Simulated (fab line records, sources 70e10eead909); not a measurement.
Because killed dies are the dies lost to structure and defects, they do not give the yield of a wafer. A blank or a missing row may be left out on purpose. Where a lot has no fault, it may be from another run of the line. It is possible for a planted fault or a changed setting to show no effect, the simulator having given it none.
Matching of chambers + flow nand-harc + NHARC_A_CHANNEL_FILL_D2_CMP_10 on cmp-04 has 4 sister chambers
The step polishes, target thk 150 nm. 14 wafers are shown with their chamber, then 7 later ones without.

WAFERS WITH THEIR CHAMBER
| wafer  | chamber | motor-current-A (A) | time-to-endpoint-s (s) | slurry-filter-dp-kPa (kPa) |
|--------|---------|---------------------|------------------------|----------------------------|
| L075.2 | 0       | 13.1                | 15.7                   | 13.45                      |
| L075.3 | 1       | 12.5                | 15.8                   | 13.28                      |
| L075.5 | 1       | 13.3                | 15.2                   | 13.46                      |
| L080.1 | 2       | 13.5                | 12.8                   | 13.45                      |
| L080.3 | 0       | 13.9                | 15.6                   | 13.33                      |
| L080.5 | 1       | 12.8                | 15.8                   | 13.57                      |
| L085.1 | 0       | 13.4                | 16.9                   | 13.39                      |
| L085.2 | 3       | 13.0                | 14.0                   | 13.38                      |
| L085.3 | 1       | 12.7                | 15.0                   | 13.51                      |
| L086.3 | 2       | 13.8                | 15.5                   | 13.49                      |
| L086.4 | 1       | 13.4                | 14.3                   | 13.44                      |
| L086.6 | 3       | 13.1                | 17.6                   | 13.39                      |
| L087.2 | 1       | 13.1                | 17.8                   | 13.38                      |
| L087.5 | 3       | 12.7                | 16.5                   | 13.77                      |

SIGNATURES, as means of the wafers listed above
| reading              | chamber 0 | chamber 1 | chamber 2 | chamber 3 | scatter within a chamber |
|----------------------|-----------|-----------|-----------|-----------|--------------------------|
| motor-current-A      | 13.467    | 12.967    | 13.650    | 12.933    | 0.33                     |
| time-to-endpoint-s   | 16.067    | 15.650    | 14.150    | 16.033    | 1.36                     |
| slurry-filter-dp-kPa | 13.3900   | 13.4400   | 13.4700   | 13.5133   | 0.126                    |
Rule: a wafer's distance from a chamber is the root of the sum, over the readings, of the square of ((its reading less the chamber's mean) divided by the reading's scatter). If the next closest chamber is less than 2 further off than the closest, the wafer can't be placed; otherwise it belongs to the closest. The scatter: take each reading less its chamber's mean, square it, sum over the shown wafers, divide by the number of wafers less the number of chambers, and take the root.

WAFERS WHOSE CHAMBER IS MISSING
| wafer  | motor-current-A (A) | time-to-endpoint-s (s) | slurry-filter-dp-kPa (kPa) |
|--------|---------------------|------------------------|----------------------------|
| L087.6 | 12.9                | 14.7                   | 13.70                      |
| L090.3 | 12.3                | 18.5                   | 13.67                      |
| L090.4 | 13.3                | 16.8                   | 13.64                      |
| L090.6 | 13.4                | 16.9                   | 13.50                      |
| L093.2 | 13.2                | 13.7                   | 13.43                      |
| L093.5 | 13.7                | 16.2                   | 13.51                      |
| L093.6 | 13.3                | 14.8                   | 13.61                      |

WHICH CHAMBER EACH ONE RAN IN
| wafer  | from the rows above               | in truth |
|--------|-----------------------------------|----------|
| L087.6 | can't be placed: 3 or 1 or 2 or 0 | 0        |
| L090.3 | can't be placed: 3 or 1 or 0      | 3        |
| L090.4 | can't be placed: 3 or 1 or 0 or 2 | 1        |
| L090.6 | can't be placed: 0 or 3 or 1 or 2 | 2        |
| L093.2 | can't be placed: 2 or 1 or 0 or 3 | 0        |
| L093.5 | can't be placed: 0 or 2 or 1 or 3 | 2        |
| L093.6 | can't be placed: 2 or 3 or 1 or 0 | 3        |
Correctly placed: 0 of 7. Can't be placed from these rows: 7 (the true chamber is among the candidates in 7). Wrongly placed: 0.
